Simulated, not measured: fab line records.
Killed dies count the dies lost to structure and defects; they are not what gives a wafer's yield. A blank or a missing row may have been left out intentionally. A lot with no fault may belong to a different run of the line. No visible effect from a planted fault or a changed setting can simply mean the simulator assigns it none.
Comparing a struck lot with a sound one / flow n5-finfet / 30 steps out of a route of 1938
Sound: these wafers, L414.1, L414.2, L414.6. Struck: wafers L403.1, L403.2, L403.4. Last of all comes the cause.
For every step that has rows: the tool of each side, followed by ch and its chambers, followed by its first start. Under that, the readings that differ: sound wafers / struck wafers / difference of the means / sigmas: that difference in standard deviations of wafers without a fault.
alike: same words and numbers on both sides, and readings whose means sit less than 2 such deviations apart. not compared: any withheld reading, any reading some wafer has no value for, any bound like >300 that may hide the same value, and any number with overlapping values for which the record gives no deviation.
A row with sigmas, a row that says differs or no value, or rows on one side alone: a step with any of these is where the two part. When numbers do not overlap yet have no deviation, they are printed without sigmas and do not part them. A reading that every wafer of one side lacks parts them only if that side has two wafers or more.

first, 11 steps without rows for these wafers: N5_FIN_SAQP_MANDREL_ETCH_58 (etches a-Si in HBr/Cl2, stops on SiNx, target depth 45 nm, bt time 10 s, time 27 s); N5_FIN_SAQP_RECESS_63 (chemistry HF/NH3, target SiO2, target depth 18 nm, afs cycles 3, sublimation time 60 s); N5_FIN_SAQP_COAT_68 (time 60 s, resist thk 100 nm); N5_FIN_SAQP_ETCH_69 (etches SOC in N2/H2, stops on SiNx, target depth 150 nm); N5_FIN_SAQP_ETCH_67 (etches SiNx in CH3F/O2, target depth 30 nm); N5_FIN_SAQP_STRIP_70 (strips in N2/H2); N5_FIN_SAQP_RECESS_71 (chemistry HF/NH3, target SiO2, target depth 3 nm, afs cycles 1, sublimation time 60 s); N5_FIN_SAQP_SPACER2_ALD_28 (deposits SiO2, target thk 8.1 nm, pulse time 1 s, purge time 2 s); N5_FIN_SAQP_SPACER2_ETCHBACK_29 (etches SiO2 in CHF3/O2, target depth 12.2 nm, time 6.1 s); N5_FIN_SAQP_MANDREL2_REMOVE_60 (chemistry HBr/Cl2/O2, target a-Si, stops on SiNx, bt time 10 s); N5_FIN_SAQP_HM_OPEN_33 (chemistry CH3F/O2, target SiNx, target depth 49.4 nm, time 70.6 s).
N5_FIN_SAQP_ETCH_34: etches SiO2 in C4F6/O2, target depth 45 nm, time 15 s.
  sound on rie-diel-04 ch 1,2,3, day 7 20:52; struck on rie-diel-02 ch 0,1,3, day 5 05:41
  alike: drypump-motor-current-A, etch-rf-on-time-s, oes-product-au, rf-vpp-V, showerhead-plenum-p-Torr, throttle-valve-pct
  not compared: rf-hours-counter-h
then, 6 steps without rows for these wafers: N5_FIN_SAQP_STRIP_77 (strips in N2/H2, time 90 s); N5_FIN_SAQP_ETCH_64 (etches SiO2 in CF4, target depth 1.5 nm); N5_FIN_SAQP_FIN_ETCH_36 (etches the open film in HBr/Cl2/O2, target depth 120 nm, time 50.4 s); N5_FIN_SAQP_PRECLEAN_38 (cleans in O3/DIW, time 45 s); N5_FIN_SAQP_PRECLEAN_45 (cleans in dHF, time 10 s); N5_FIN_SAQP_SRD_39 (time 30 s).
N5_FIN_SAQP_INSPECT_40: inspects for defects (brightfield).
  sound on defect-inspect-02 at day 7 21:19; struck on defect-inspect-02 at day 5 06:08
reading=raw-defect-count; sound=205 234 155; struck=451 443 490; difference=+263; sigmas=+4
then, 9 steps without rows for these wafers: N5_FIN_CUT_COAT_18 (time 60 s, resist thk 230 nm); N5_FIN_CUT_COAT_19 (time 60 s, resist thk 20 nm); N5_FIN_CUT_COAT_29 (time 60 s, resist thk 10 nm); N5_FIN_CUT_COAT_02 (resist thk 30 nm); N5_FIN_CUT_EBR_04; N5_FIN_CUT_SOFTBAKE_03 (time 60 s); N5_FIN_CUT_EXPOSE_05 (exposes mask FIN CUT); N5_FIN_CUT_PEB_06 (peb time 60 s); N5_FIN_CUT_DEVELOP_07 (develop time 30 s).
N5_FIN_CUT_INSPECT_10: inspects for defects (brightfield).
  sound on defect-inspect-01 at day 7 21:50; struck on defect-inspect-01 at day 5 06:32
reading=raw-defect-count; sound=39 46 25; struck=284 291 284; difference=+250; sigmas=+23
then, 1 step without rows for these wafers: N5_FIN_CUT_DESCUM_13 (chemistry O2, time 7 s).

WHERE THEY PART
Earliest at N5_FIN_SAQP_INSPECT_40; latest, in this record, at N5_FIN_CUT_INSPECT_10.

WHY: what the simulator had put in
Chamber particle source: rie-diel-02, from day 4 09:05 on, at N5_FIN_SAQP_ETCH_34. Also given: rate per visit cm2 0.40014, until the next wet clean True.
